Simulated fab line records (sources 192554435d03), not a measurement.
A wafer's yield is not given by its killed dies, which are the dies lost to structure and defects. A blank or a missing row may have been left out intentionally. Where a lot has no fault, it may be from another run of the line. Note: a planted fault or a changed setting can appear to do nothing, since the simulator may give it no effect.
Which tool is to blame? || flow n5Finfet || Sampling: 10 lots, 30 wafers, 5 of 1938 route steps

WHAT THE GAUGES SHOWED, per wafer
N5_BEOL_M4_RC_MEAS_101.
{"lot": "L913", "measured": "day 8 02:21", "on": "prober-01", "DIBL_N (mV/V)": "37.2 36.6 35.3"}
{"lot": "L916", "measured": "day 9 23:38", "on": "prober-01", "DIBL_N (mV/V)": "36.5 37.5 36.6"}
{"lot": "L918", "measured": "day 10 15:31", "on": "prober-02", "DIBL_N (mV/V)": "37.3 37.8 36.0"}
{"lot": "L922", "measured": "day 10 16:16", "on": "prober-01", "DIBL_N (mV/V)": "34.2 34.5 35.3"}
{"lot": "L926", "measured": "day 11 12:14", "on": "prober-01", "DIBL_N (mV/V)": "34.5 34.2 33.8"}
{"lot": "L927", "measured": "day 12 12:53", "on": "prober-02", "DIBL_N (mV/V)": "37.1 36.4 34.7"}
{"lot": "L930", "measured": "day 13 11:38", "on": "prober-02", "DIBL_N (mV/V)": "35.0 35.3 34.5"}
{"lot": "L932", "measured": "day 13 12:34", "on": "prober-02", "DIBL_N (mV/V)": "35.0 35.4 34.6"}
{"lot": "L933", "measured": "day 13 20:59", "on": "prober-02", "DIBL_N (mV/V)": "38.3 37.7 38.1"}
{"lot": "L934", "measured": "day 14 03:20", "on": "prober-02", "DIBL_N (mV/V)": "37.2 37.1 35.9"}

EACH LOT AND THE TOOL THAT RAN IT (in order: tool; ch and the chambers of the sampled wafers; start)
{"lot": "L913", "N5_BEOL_M4_ALD_84": "aldMetal-04 ch 0,2,3, day 7 22:54", "N5_BEOL_M4_SURFACE_TREAT_85": "pvdSputter-01, day 7 23:12", "N5_BEOL_M4_ANNEAL_82": "pvdSputter-01, day 7 23:56", "N5_BEOL_M4_ANNEAL_87": "pvdSputter-01, day 8 00:10"}
{"lot": "L916", "N5_BEOL_M4_ALD_84": "aldMetal-03 ch 0,1,3, day 9 19:43", "N5_BEOL_M4_SURFACE_TREAT_85": "pvdSputter-01, day 9 20:05", "N5_BEOL_M4_ANNEAL_82": "pvdSputter-01, day 9 21:07", "N5_BEOL_M4_ANNEAL_87": "pvdSputter-01, day 9 21:20"}
{"lot": "L918", "N5_BEOL_M4_ALD_84": "aldMetal-04 ch 0,3, day 10 11:50", "N5_BEOL_M4_SURFACE_TREAT_85": "pvdSputter-02, day 10 12:08", "N5_BEOL_M4_ANNEAL_82": "pvdSputter-03, day 10 13:01", "N5_BEOL_M4_ANNEAL_87": "pvdSputter-03, day 10 13:14"}
{"lot": "L922", "N5_BEOL_M4_ALD_84": "aldMetal-02 ch 1,3, day 10 11:57", "N5_BEOL_M4_SURFACE_TREAT_85": "pvdSputter-03, day 10 12:17", "N5_BEOL_M4_ANNEAL_82": "pvdSputter-02, day 10 13:08", "N5_BEOL_M4_ANNEAL_87": "pvdSputter-02, day 10 13:21"}
{"lot": "L926", "N5_BEOL_M4_ALD_84": "aldMetal-02 ch 1,2, day 11 07:46", "N5_BEOL_M4_SURFACE_TREAT_85": "pvdSputter-02, day 11 08:04", "N5_BEOL_M4_ANNEAL_82": "pvdSputter-03, day 11 09:28", "N5_BEOL_M4_ANNEAL_87": "pvdSputter-03, day 11 09:41"}
{"lot": "L927", "N5_BEOL_M4_ALD_84": "aldMetal-04 ch 0,1,3, day 12 08:57", "N5_BEOL_M4_SURFACE_TREAT_85": "pvdSputter-01, day 12 09:16", "N5_BEOL_M4_ANNEAL_82": "pvdSputter-01, day 12 10:05", "N5_BEOL_M4_ANNEAL_87": "pvdSputter-01, day 12 10:19"}
{"lot": "L930", "N5_BEOL_M4_ALD_84": "aldMetal-03 ch 2,3, day 13 08:17", "N5_BEOL_M4_SURFACE_TREAT_85": "pvdSputter-01, day 13 08:34", "N5_BEOL_M4_ANNEAL_82": "pvdSputter-01, day 13 09:18", "N5_BEOL_M4_ANNEAL_87": "pvdSputter-01, day 13 09:31"}
{"lot": "L932", "N5_BEOL_M4_ALD_84": "aldMetal-02 ch 0,3, day 13 08:49", "N5_BEOL_M4_SURFACE_TREAT_85": "pvdSputter-03, day 13 09:16", "N5_BEOL_M4_ANNEAL_82": "pvdSputter-03, day 13 10:04", "N5_BEOL_M4_ANNEAL_87": "pvdSputter-03, day 13 10:17"}
{"lot": "L933", "N5_BEOL_M4_ALD_84": "aldMetal-02 ch 0,1, day 13 17:25", "N5_BEOL_M4_SURFACE_TREAT_85": "pvdSputter-01, day 13 17:42", "N5_BEOL_M4_ANNEAL_82": "pvdSputter-03, day 13 18:38", "N5_BEOL_M4_ANNEAL_87": "pvdSputter-03, day 13 18:52"}
{"lot": "L934", "N5_BEOL_M4_ALD_84": "aldMetal-03 ch 1,2, day 13 23:18", "N5_BEOL_M4_SURFACE_TREAT_85": "pvdSputter-03, day 13 23:40", "N5_BEOL_M4_ANNEAL_82": "pvdSputter-03, day 14 00:40", "N5_BEOL_M4_ANNEAL_87": "pvdSputter-03, day 14 00:53"}
- N5_BEOL_M4_ALD_84: deposits TaN, pulse time 2 s, purge time 3 s, co reactant purge time 2 s.
- N5_BEOL_M4_SURFACE_TREAT_85
- N5_BEOL_M4_ANNEAL_82: time 240 s.
- N5_BEOL_M4_ANNEAL_87: time 240 s.

THE ANSWER, worked out from the rows above alone
Rule: what is usual is taken from the lots themselves. The widest of any qualifying gaps counts: lots, ordered by their means at a reading, are off when they make up no more than a third of the lots, leave a main group of 4 or more, and stand apart from it by 3 or more times the standard deviation of that group's means. A main group whose means are all the same, to the digits that the tables above print for the reading, isn't used. Also off: a lot with no number at a reading for which 4 or more lots have one. Any other lot the step has rows for is counted as sound.
No lot is off on any of the readings shown, so nothing can be concluded from this.

WHAT THE SIMULATOR HAD PUT IN
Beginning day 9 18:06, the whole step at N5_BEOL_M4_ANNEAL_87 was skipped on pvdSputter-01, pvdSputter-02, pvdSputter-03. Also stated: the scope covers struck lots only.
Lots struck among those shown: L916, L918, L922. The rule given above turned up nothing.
